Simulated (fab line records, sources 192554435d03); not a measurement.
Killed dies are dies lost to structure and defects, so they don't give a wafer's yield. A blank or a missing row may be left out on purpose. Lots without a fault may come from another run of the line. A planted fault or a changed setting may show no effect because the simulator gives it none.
Problem report in the 8D (eight disciplines) form, filled by code | flow n5_finfet | the parts of the form that need people (team, actions taken, sign-off) are left out

1. THE PROBLEM
VT_N_LONG at N5_BEOL_M4_RC_MEAS_101 reads a mean of 325.8 mV on 2 wafers of 2 lots; wafers without a fault read 275.3 mV with a standard deviation of 1.9. That is +27 standard deviations from the usual mean.
First seen on wafer L747.2, day 13 11:36, on prober-02. The record holds 24 wafers of 8 lots with a number at this step. Rule for "out", or "out of limits": more than 4 standard deviations from the usual mean. The other wafers with a number count as sound.

2. WHAT IT IS AND WHAT IT IS NOT
question                    | is                                                                                            | is not
which readings at this step | VT_N_LONG, IOFF_N_85C, IOFF_N_LIN, IOFF_N_LONG, IOFF_P_LONG, ION_N, VT_N, VT_N_LVT, VT_P_LONG | DIBL_N, SS_P
which lots                  | L747, L749                                                                                    | L732, L733, L738, L753, L754, L755
which wafers of those lots  | L747.2, L749.4                                                                                | L747.3, L747.5, L749.1, L749.6
read on which gauges        | prober-01, prober-02                                                                          | -
when                        | from day 13 11:36                                                                             | up to then (11 sound wafers); but 11 sound wafers of L749, L753, L754, L755 came after

3. SUSPECTS, AND WHAT RULES EACH OUT
Counting: a tool at a process step up to the reading stays a suspect if it ran every lot that is out. Sound lots after the first of them don't rule it out here, since some wafers of a struck lot are sound.
- the gauge at N5_BEOL_M4_RC_MEAS_101: ruled out. The wafers that are out were read on 2 gauges (prober-01, prober-02).
- ald_metal-04 at N5_HKMG_FIN_NWFM_ALD_20 (deposits TiAlC, target thk 2 nm, pulse time 3 s, purge time 2 s): kept. It ran every lot that is out, first L747 (day 8 01:04); its last sound lot up to then is L738 (day 5 17:49).
- rie_diel-01 at N5_GATE_CUT_STRIP_59 (strips in N2/H2, time 20 s): kept. It ran every lot that is out, first L747 (day 8 03:55); its last sound lot up to then is L732 (day 4 08:26).
- Within ald_metal-04 at N5_HKMG_FIN_NWFM_ALD_20: the wafers that are out ran in chamber 3; their sound lot-mates ran in chambers 0, 1, 2.
Left after counting: ald_metal-04 at N5_HKMG_FIN_NWFM_ALD_20, rie_diel-01 at N5_GATE_CUT_STRIP_59.

4. THE CAUSE (what the simulator had put in)
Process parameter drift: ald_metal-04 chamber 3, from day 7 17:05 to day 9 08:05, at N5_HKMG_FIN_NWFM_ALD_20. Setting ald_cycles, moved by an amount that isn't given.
Counting left 2 suspects, and this tool is among them.

5. THE CHAIN OF EFFECTS, in route order
Each row: a reading whose mean over the struck wafers that have a number lies more than 3 standard deviations from the usual. Only readings for which the record gives a usual standard deviation are gone through. hours: the time from each lot's start at the first step in this table that gives one to its start at this step, as a median over the lots. sigmas: the change in usual standard deviations.
hours | step                    | reading          | usual          | on struck wafers | change    | sigmas
0     | N5_BEOL_M4_RC_MEAS_101  | IOFF_N           | 0.16 nA/um     | 0.02             | -0.14     | -4.0
0     | N5_BEOL_M4_RC_MEAS_101  | IOFF_N_85C       | 3.1 nA/um      | 0.6              | -2.5      | -4.5
0     | N5_BEOL_M4_RC_MEAS_101  | IOFF_N_LIN       | 0.073 nA/um    | 0.010            | -0.063    | -4.8
0     | N5_BEOL_M4_RC_MEAS_101  | IOFF_N_LONG      | 5.49e-05 nA/um | 2.49e-05         | -3.00e-05 | -17
0     | N5_BEOL_M4_RC_MEAS_101  | IOFF_P_LIN       | 0.099 nA/um    | 0.142            | +0.043    | +3.3
0     | N5_BEOL_M4_RC_MEAS_101  | IOFF_P_LONG      | 0.000105 nA/um | 0.000161         | +0.000056 | +8.1
0     | N5_BEOL_M4_RC_MEAS_101  | ION_N            | 672 uA/um      | 550              | -122      | -9.3
0     | N5_BEOL_M4_RC_MEAS_101  | VT_N             | 250 mV         | 302              | +52       | +15
0     | N5_BEOL_M4_RC_MEAS_101  | VT_N_LONG        | 275.3 mV       | 325.8            | +50.4     | +27
0     | N5_BEOL_M4_RC_MEAS_101  | VT_N_LVT         | 99 mV          | 152              | +54       | +15
0     | N5_BEOL_M4_RC_MEAS_101  | VT_P             | -251 mV        | -240             | +11       | +3.7
0     | N5_BEOL_M4_RC_MEAS_101  | VT_P_LONG        | -275.6 mV      | -260.0           | +15.6     | +6.0
0     | N5_BEOL_M4_RC_MEAS_101  | VT_P_LVT         | -99.1 mV       | -88.2            | +10.9     | +4.0
108   | N5_PASSIVATION_PROBE_49 | sort_bin_8_speed | 0.01 %         | 90.64            | +90.63    | +99 or more
108   | N5_PASSIVATION_PROBE_49 | sort_n_pass      | 1077           | 0                | -1077     | -63
108   | N5_PASSIVATION_PROBE_49 | sort_yield_pct   | 91.2 %         | 0.0              | -91.2     | -65
The process steps in it:
- N5_PASSIVATION_PROBE_49
Readings that are blank on the struck wafers while sound wafers have them: susceptor_temp_C at N5_HKMG_FIN_NWFM_ALD_20.

6. WHAT WOULD HAVE CAUGHT IT SOONER
In this record the first reading out of limits at a measuring or inspecting step was taken at day 13 11:36, 139 hours after the fault began at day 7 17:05.
All the lots that are out (2) had begun N5_HKMG_FIN_NWFM_ALD_20 on ald_metal-04 by day 13 11:36. A hold on the tool at that time would have spared none of them.
